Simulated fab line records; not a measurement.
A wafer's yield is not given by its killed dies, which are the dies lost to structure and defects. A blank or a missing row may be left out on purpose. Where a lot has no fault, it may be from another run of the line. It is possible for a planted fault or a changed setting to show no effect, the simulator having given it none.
Split-lot study    flow n5_finfet    route with 1938 steps; 7 lots, 21 wafers read

== THE SPLIT ==
At N5_BEOL_M15_TRENCH_ETCH_34 (etches SiO2 in C4F8/O2/Ar, target depth 872.93 nm, time 199 s), the setting time_s was moved away from the recipe's 199 s on 8 of the 21 wafers read, by +6.7% to +16.1%. For the rest of the wafers, this setting stayed at what the recipe calls for.

== FROM THE SPLIT TO THE READING: what the file shows between them, 6 steps ==
- N5_BEOL_M15_SPUTTER_45: material Cu, target thk 100 nm, time 16.67 s (also split here: power_w)
- N5_BEOL_M15_ECD_47: material Cu, target thk 1860 nm
- N5_BEOL_M15_ANNEAL_48: time 90 s
- N5_BEOL_M15_CMP_49: polishes, stops on SiO2, t overpolish 4.9 s, target thk 850 nm
- N5_BEOL_M15_PRE_CLEAN_52: time 15 s
- N5_BEOL_M15_DEP_53: deposits SiCN from 3MS/NH3, target thk 50 nm, time 17.8 s

== THE READING ==
M15_RS, in ohm/sq, at N5_BEOL_M15_RS_MEAS_54 (measures by four-point-probe). On this fab line, fault-free wafers typically give 0.0214 ohm/sq with a standard deviation of 0.00038 ohm/sq.

wafer   tool, chamber at the split  time_s as run, s  against the recipe  M15_RS, ohm/sq  against lot-mates on the recipe
L077.3  rie_diel-02, 3              199               recipe              0.0210          -
L077.5  rie_diel-02, 0              231               +16.1%              0.0183          -0.0027
L077.6  rie_diel-02, 3              199               recipe              0.0210          -
L081.3  rie_diel-01, 2              215.4             +8.2%               0.0197          -0.0019
L081.4  rie_diel-01, 2              215.4             +8.2%               0.0197          -0.0019
L081.5  rie_diel-01, 1              199               recipe              0.0216          -
L084.1  rie_diel-02, 0              199               recipe              0.0215          -
L084.2  rie_diel-02, 1              199               recipe              0.0223          -
L084.3  rie_diel-02, 3              199               recipe              0.0212          -
L085.2  rie_diel-02, 0              199               recipe              0.0214          -
L085.3  rie_diel-02, 1              199               recipe              0.0219          -
L085.5  rie_diel-02, 1              199               recipe              0.0219          -
L091.1  rie_diel-01, 2              199               recipe              0.0216          -
L091.4  rie_diel-01, 0              226.9             +14.0%              0.0189          -0.0028
L091.6  rie_diel-01, 1              199               recipe              0.0217          -
L089.1  rie_diel-03, 3              199               recipe              0.0220          -
L089.4  rie_diel-03, 1              215.7             +8.4%               0.0193          -0.0027
L089.5  rie_diel-03, 2              215.7             +8.4%               0.0201          -0.0019
L094.2  rie_diel-01, 1              212.4             +6.7%               0.0201          -0.0015
L094.4  rie_diel-01, 3              199               recipe              0.0216          -
L094.6  rie_diel-01, 0              212.4             +6.7%               0.0195          -0.0021

FIT RESULTS
A straight line over all 21 wafers: M15_RS changes by -0.000213 ohm/sq for each +1% of time_s; r = -0.95; the points scatter about the line by 0.00037 ohm/sq.
The same after taking each lot's own level away (the mean of its wafers on the recipe; 21 wafers): -0.000207 ohm/sq for each +1%; r = -0.95; scatter 0.00037 ohm/sq.
On that fit, the largest move of time_s shifts the reading by 0.0033 ohm/sq.
The span of the lots' own levels, 0.02100 to 0.02200 ohm/sq, comes to 2.6 times the standard deviation stated above.
Hence the lot-to-lot level has little effect on the slope; both slopes agree.
Check: for one of the wafers moved furthest among these (+16.1%), held out of the fit, the line's prediction against its lot-mates is -0.00376 ohm/sq. It came out at -0.0027 ohm/sq against them.

== OTHER SPLITS ON THESE WAFERS ==
These wafers also went through other splits before the reading. Each is held against what the fit with the lots' levels taken away leaves over:
other split on the same wafers  wafers away from the commonest value  r with M15_RS (lot level and that fit taken away)
N5_BEOL_M13_SPUTTER_43 time_s   8                                     -0.04
N5_BEOL_M14_ILD_DEP_00 time_s   5                                     +0.27
N5_BEOL_M15_SPUTTER_45 power_w  6                                     +0.08

== THE WHOLE CHAIN: every reading that the file lists as answering this split, in the file's order ==
step                        what it does                                                    reading                                                                           change (the file's fit)               r (the file's)
N5_BEOL_M15_TRENCH_ETCH_34  etches SiO2 in C4F8/O2/Ar, target depth 872.93 nm, time 199 s   etch.depth_nm (the simulator's own value, which no gauge read)                    +8.86 nm for each +1% of the setting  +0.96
N5_BEOL_M15_TRENCH_ETCH_34  etches SiO2 in C4F8/O2/Ar, target depth 872.93 nm, time 199 s   coat_of_BEOL_M15_COAT_22.thk_nm (the simulator's own value, which no gauge read)  -1.76 nm for each +1% of the setting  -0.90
N5_BEOL_M15_CMP_49          polishes, stops on SiO2, t overpolish 4.9 s, target thk 850 nm  Cu_of_BEOL_M15_ECD_47.thk_nm (the simulator's own value, which no gauge read)     +8.79 nm for each +1% of the setting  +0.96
N5_BEOL_M15_RS_MEAS_54      measures by four-point-probe                                    M15_RS                                                                            -0.0002 for each +1% of the setting   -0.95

== THE FILE'S OWN FIT ==
M15_RS changes by -0.0002 ohm/sq for each +1% of time_s, r = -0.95.
